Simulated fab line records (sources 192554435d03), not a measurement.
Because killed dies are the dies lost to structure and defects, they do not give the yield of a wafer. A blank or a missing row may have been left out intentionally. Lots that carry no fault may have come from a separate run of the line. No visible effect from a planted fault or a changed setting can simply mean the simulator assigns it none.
Chamber matching / flow n5-finfet / rie-diel-01 running N5_SDB_ETCH_17: 4 sister chambers
The step etches SiARC in CF4, target depth 23.4 nm, time 39 s. 8 wafers are shown with their chamber, then 9 later ones without.

== WAFERS, EACH WITH ITS CHAMBER ==
wafer=L077.1; chamber=0; drypump-motor-current-A (A)=5.9; throttle-valve-pct (%)=15.51
wafer=L081.2; chamber=1; drypump-motor-current-A (A)=5.3; throttle-valve-pct (%)=15.78
wafer=L082.3; chamber=2; drypump-motor-current-A (A)=6.0; throttle-valve-pct (%)=15.20
wafer=L082.5; chamber=2; drypump-motor-current-A (A)=5.9; throttle-valve-pct (%)=15.21
wafer=L082.6; chamber=3; drypump-motor-current-A (A)=5.2; throttle-valve-pct (%)=15.32
wafer=L084.3; chamber=1; drypump-motor-current-A (A)=5.3; throttle-valve-pct (%)=15.79
wafer=L084.5; chamber=0; drypump-motor-current-A (A)=5.9; throttle-valve-pct (%)=15.04
wafer=L084.6; chamber=3; drypump-motor-current-A (A)=5.2; throttle-valve-pct (%)=15.32

== WAFERS WITH NO CHAMBER GIVEN ==
wafer=L085.3; drypump-motor-current-A (A)=5.9; throttle-valve-pct (%)=15.20
wafer=L085.4; drypump-motor-current-A (A)=5.9; throttle-valve-pct (%)=15.06
wafer=L085.6; drypump-motor-current-A (A)=5.9; throttle-valve-pct (%)=15.04
wafer=L087.1; drypump-motor-current-A (A)=5.3; throttle-valve-pct (%)=15.35
wafer=L087.2; drypump-motor-current-A (A)=5.3; throttle-valve-pct (%)=15.81
wafer=L087.5; drypump-motor-current-A (A)=5.3; throttle-valve-pct (%)=15.79
wafer=L088.1; drypump-motor-current-A (A)=5.2; throttle-valve-pct (%)=15.33
wafer=L088.3; drypump-motor-current-A (A)=5.9; throttle-valve-pct (%)=15.20
wafer=L088.6; drypump-motor-current-A (A)=5.9; throttle-valve-pct (%)=15.05

== CHAMBER TAKEN BY EACH ==
wafer=L085.3; from the rows above=can't be placed: 0 or 2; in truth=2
wafer=L085.4; from the rows above=can't be placed: 0 or 2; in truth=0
wafer=L085.6; from the rows above=can't be placed: 0 or 2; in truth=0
wafer=L087.1; from the rows above=can't be placed: 1 or 3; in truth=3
wafer=L087.2; from the rows above=1; in truth=1
wafer=L087.5; from the rows above=1; in truth=1
wafer=L088.1; from the rows above=3; in truth=3
wafer=L088.3; from the rows above=can't be placed: 0 or 2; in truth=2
wafer=L088.6; from the rows above=can't be placed: 0 or 2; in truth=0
Placed correctly: 3 of 9. Unplaceable from these rows: 6, with the true chamber sitting among the candidates in 6. Wrongly placed: 0.
How it was worked out, from the rows above alone: a wafer's distance from a chamber is the root of the sum, over the readings, of the square of ((its reading less the chamber's mean) divided by the reading's scatter). If the next closest chamber is less than 2 further off than the closest, the wafer can't be placed; otherwise it belongs to the closest. The mean given for a chamber averages the wafers shown for that chamber. The scatter: take each reading less its chamber's mean, square it, sum over the shown wafers, divide by the number of wafers less the number of chambers, and take the root.
